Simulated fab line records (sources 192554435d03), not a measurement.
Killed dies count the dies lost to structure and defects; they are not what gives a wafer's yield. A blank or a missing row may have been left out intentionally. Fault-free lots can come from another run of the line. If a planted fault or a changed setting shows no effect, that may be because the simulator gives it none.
Split-lot experiment | flow n5-finfet | on a route of 1938 steps: 7 lots, 39 wafers read

## ON THE SPLIT
At N5_SPACER0_ALD_00 (deposits SiOCN, target thk 3.5 nm, pulse time 3 s, purge time 2 s), the setting ald-cycles was moved away from the recipe's 58 on 15 of the 39 wafers read, by -13.8% to +10.3%. The other wafers ran this setting at the recipe's value.

The reading comes from the split's own step.

## THE READING
SiOCN_of_SPACER0_ALD_00.thk-nm (the simulator's own value, which no gauge read), in nm, at N5_SPACER0_ALD_00 (deposits SiOCN, target thk 3.5 nm, pulse time 3 s, purge time 2 s). The file gives no usual value for it. Here, 24 wafers ran the recipe; their average is 3.5 nm with a standard deviation of 0.099 nm.

wafer  | tool, chamber at the split | ald-cycles as run | against the recipe | SiOCN_of_SPACER0_ALD_00.thk-nm, nm | against lot-mates on the recipe
L078.1 | ald-sin-01, 0,1            | 61                | +5.2%              | 3.8                                | +0.2
L078.4 | ald-sin-01, 0,1            | 61                | +5.2%              | 3.8                                | +0.2
L078.2 | ald-sin-01, 2,1,2          | 58                | recipe             | 3.6                                | -
L078.5 | ald-sin-01, 2,1,2          | 58                | recipe             | 3.6                                | -
L078.6 | ald-sin-01, 2,1,2          | 58                | recipe             | 3.6                                | -
L078.3 | ald-sin-01, 3              | 61                | +5.2%              | 3.6                                | +0.0
L082.1 | ald-sin-02, 2              | 58                | recipe             | 3.6                                | -
L082.2 | ald-sin-02, 3,1,0          | 64                | +10.3%             | 3.8                                | +0.3
L082.3 | ald-sin-02, 3,1,0          | 64                | +10.3%             | 3.8                                | +0.3
L082.6 | ald-sin-02, 3,1,0          | 64                | +10.3%             | 3.8                                | +0.3
L082.4 | ald-sin-02, 0,3            | 58                | recipe             | 3.4                                | -
L082.5 | ald-sin-02, 0,3            | 58                | recipe             | 3.4                                | -
L084.1 | ald-sin-04, 1,0,0          | 58                | recipe             | 3.4                                | -
L084.3 | ald-sin-04, 1,0,0          | 58                | recipe             | 3.4                                | -
L084.5 | ald-sin-04, 1,0,0          | 58                | recipe             | 3.4                                | -
L084.2 | ald-sin-04, 3,2,1          | 58                | recipe             | 3.6                                | -
L084.4 | ald-sin-04, 3,2,1          | 58                | recipe             | 3.6                                | -
L084.6 | ald-sin-04, 3,2,1          | 58                | recipe             | 3.6                                | -
L085.1 | ald-sin-02, 2              | 51                | -12.1%             | 3.2                                | -0.3
L085.2 | ald-sin-02, 1,3            | 58                | recipe             | 3.6                                | -
L085.3 | ald-sin-02, 1,3            | 58                | recipe             | 3.6                                | -
L085.4 | ald-sin-02, 0              | 58                | recipe             | 3.4                                | -
L085.5 | ald-sin-02, 2,1            | 51                | -12.1%             | 3                                  | -0.5
L085.6 | ald-sin-02, 2,1            | 51                | -12.1%             | 3                                  | -0.5
L086.1 | ald-sin-04, 0,1,2          | 58                | recipe             | 3.4                                | -
L086.3 | ald-sin-04, 0,1,2          | 58                | recipe             | 3.4                                | -
L086.5 | ald-sin-04, 0,1,2          | 58                | recipe             | 3.4                                | -
L092.1 | ald-sin-01, 3,0,3          | 50                | -13.8%             | 3                                  | -0.6
L092.3 | ald-sin-01, 3,0,3          | 50                | -13.8%             | 3                                  | -0.6
L092.6 | ald-sin-01, 3,0,3          | 50                | -13.8%             | 3                                  | -0.6
L092.2 | ald-sin-01, 1,2,0          | 58                | recipe             | 3.6                                | -
L092.4 | ald-sin-01, 1,2,0          | 58                | recipe             | 3.6                                | -
L092.5 | ald-sin-01, 1,2,0          | 58                | recipe             | 3.6                                | -
L093.1 | ald-sin-01, 1,3,2          | 51                | -12.1%             | 3                                  | -0.5
L093.3 | ald-sin-01, 1,3,2          | 51                | -12.1%             | 3                                  | -0.5
L093.6 | ald-sin-01, 1,3,2          | 51                | -12.1%             | 3                                  | -0.5
L093.2 | ald-sin-01, 0,2            | 58                | recipe             | 3.6                                | -
L093.4 | ald-sin-01, 0,2            | 58                | recipe             | 3.6                                | -
L093.5 | ald-sin-01, 3              | 58                | recipe             | 3.4                                | -
If several chambers appear in one row, that row covers several wafers at once and the file leaves open which wafer was in which chamber.

FIT RESULTS
A straight line over all 39 wafers: SiOCN_of_SPACER0_ALD_00.thk-nm changes by +0.0367 nm for each +1% of ald-cycles; r = +0.94; the points scatter about the line by 0.094 nm.
The same after taking each lot's own level away (the mean of its wafers on the recipe; 39 wafers): +0.0391 nm for each +1%; r = +0.96; scatter 0.079 nm.
On that fit, the largest move of ald-cycles shifts the reading by 0.54 nm.
Across the lots, their own levels run from 3.40 to 3.60 nm, a range of 2.0 times the standard deviation given above.
Hence the lot-to-lot level has little effect on the slope; both slopes agree.
Check: with one of the wafers moved furthest among these (-13.8%) left out of the fit, the line predicts -0.554 nm for it against its lot-mates. It came out at -0.6 nm against them.

## ADDITIONAL SPLITS CARRIED BY THESE WAFERS
Note: prior to the reading, these wafers also went through further splits. Each is held against what the fit with the lots' levels taken away leaves over:
other split on the same wafers | wafers away from the commonest value | r with SiOCN_of_SPACER0_ALD_00.thk-nm (lot level and that fit taken away)
N5_DUMMY_GATE_ETCH_42 bias-w   | 15                                   | -0.21

## THE FILE'S OWN FIT
SiOCN_of_SPACER0_ALD_00.thk-nm changes by +0.0398 nm for each +1% of ald-cycles, r = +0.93.
